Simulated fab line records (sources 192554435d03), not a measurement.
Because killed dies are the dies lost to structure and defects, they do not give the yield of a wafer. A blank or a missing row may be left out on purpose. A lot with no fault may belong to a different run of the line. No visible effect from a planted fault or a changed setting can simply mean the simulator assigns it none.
Split-lot trial    flow n5 finfet    on a route of 1938 steps: 7 lots, 21 wafers read

## ON THE SPLIT
At N5_BEOL_M13_COAT_65 (time 60 s, resist thk 350 nm), the setting spin rpm was moved away from the recipe's 1500 rpm on 7 of the 21 wafers read, by -9.1% to +7.9%. For the rest of the wafers, this setting stayed at what the recipe calls for.

The reading is taken at the split's own step.

## THE READING
SOC_of_BEOL_M13_COAT_65.thk nm (the simulator's own value, which no gauge read), in nm, at N5_BEOL_M13_COAT_65 (time 60 s, resist thk 350 nm). There is no usual value for it anywhere in the file. Average 350.0 nm, standard deviation 0.77 nm, over the 14 wafers here run with the recipe.

wafer   tool, chamber at the split  spin rpm as run, rpm  against the recipe  SOC_of_BEOL_M13_COAT_65.thk nm, nm  against lot-mates on the recipe
L076.1  litho track-05, 0           1500                  recipe              349.6                               -
L076.2  litho track-05, 0           1500                  recipe              349.4                               -
L076.4  litho track-05, 0           1500                  recipe              349                                 -
L082.1  litho track-01, 0           1500                  recipe              351.2                               -
L082.2  litho track-01, 0           1500                  recipe              350                                 -
L082.6  litho track-01, 0           1500                  recipe              351.6                               -
L089.2  litho track-04, 0           1398                  -6.8%               363.4                               +13.2
L089.3  litho track-04, 0           1398                  -6.8%               364.4                               +14.2
L089.6  litho track-04, 0           1500                  recipe              350.2                               -
L092.1  litho track-04, 0           1500                  recipe              350.2                               -
L092.4  litho track-04, 0           1500                  recipe              350                                 -
L092.5  litho track-04, 0           1364                  -9.1%               366.2                               +16.1
L093.4  litho track-05, 0           1456                  -2.9%               354.2                               +5.0
L093.5  litho track-05, 0           1500                  recipe              350                                 -
L093.6  litho track-05, 0           1500                  recipe              348.4                               -
L094.1  litho track-05, 0           1580                  +5.3%               341.4                               -8.4
L094.5  litho track-05, 0           1580                  +5.3%               340                                 -9.8
L094.6  litho track-05, 0           1500                  recipe              349.8                               -
L096.1  litho track-01, 0           1619                  +7.9%               338                                 -12.1
L096.2  litho track-01, 0           1500                  recipe              350                                 -
L096.6  litho track-01, 0           1500                  recipe              350.2                               -

FIT RESULTS
A straight line over all 21 wafers: SOC_of_BEOL_M13_COAT_65.thk nm changes by -1.79 nm for each +1% of spin rpm; r = -0.99; the points scatter about the line by 1 nm.
The same after taking each lot's own level away (the mean of its wafers on the recipe; 21 wafers): -1.78 nm for each +1%; r = -0.99; scatter 0.81 nm.
The reading moves by 16 nm for the largest change in spin rpm, on that fit.
The lots' own levels span 349.20 to 350.93 nm, that is 2.3 times the standard deviation above.
The two slopes are in agreement: the lot-to-lot level therefore moves the slope only a little.
Check: with one of the wafers moved furthest among these (-9.1%) left out of the fit, the line predicts +16.5 nm for it against its lot-mates. It came out at +16.1 nm against them.

## THESE WAFERS: OTHER SPLITS
Other splits were also applied to these wafers ahead of the reading. Each is held against what the fit with the lots' levels taken away leaves over:
other split on the same wafers    wafers away from the commonest value  r with SOC_of_BEOL_M13_COAT_65.thk nm (lot level and that fit taken away)
N5_BEOL_M6_EXPOSE_25 dose mj      12                                    +0.11
N5_BEOL_M7_ETCH_61 source w       5                                     -0.07
N5_BEOL_M7_COAT_64 spin rpm       9                                     +0.33
N5_BEOL_M8_COAT_05 spin rpm       12                                    +0.24
N5_BEOL_M8_ETCH_61 bias w         7                                     +0.36
N5_BEOL_M8_TRENCH_ETCH_37 bias w  10                                    +0.28
N5_BEOL_M10_COAT_22 spin rpm      8                                     +0.48
N5_BEOL_M11_ETCH_41 time s        8                                     +0.21

## FILE'S OWN FIT
SOC_of_BEOL_M13_COAT_65.thk nm changes by -1.74 nm for each +1% of spin rpm, r = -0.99.
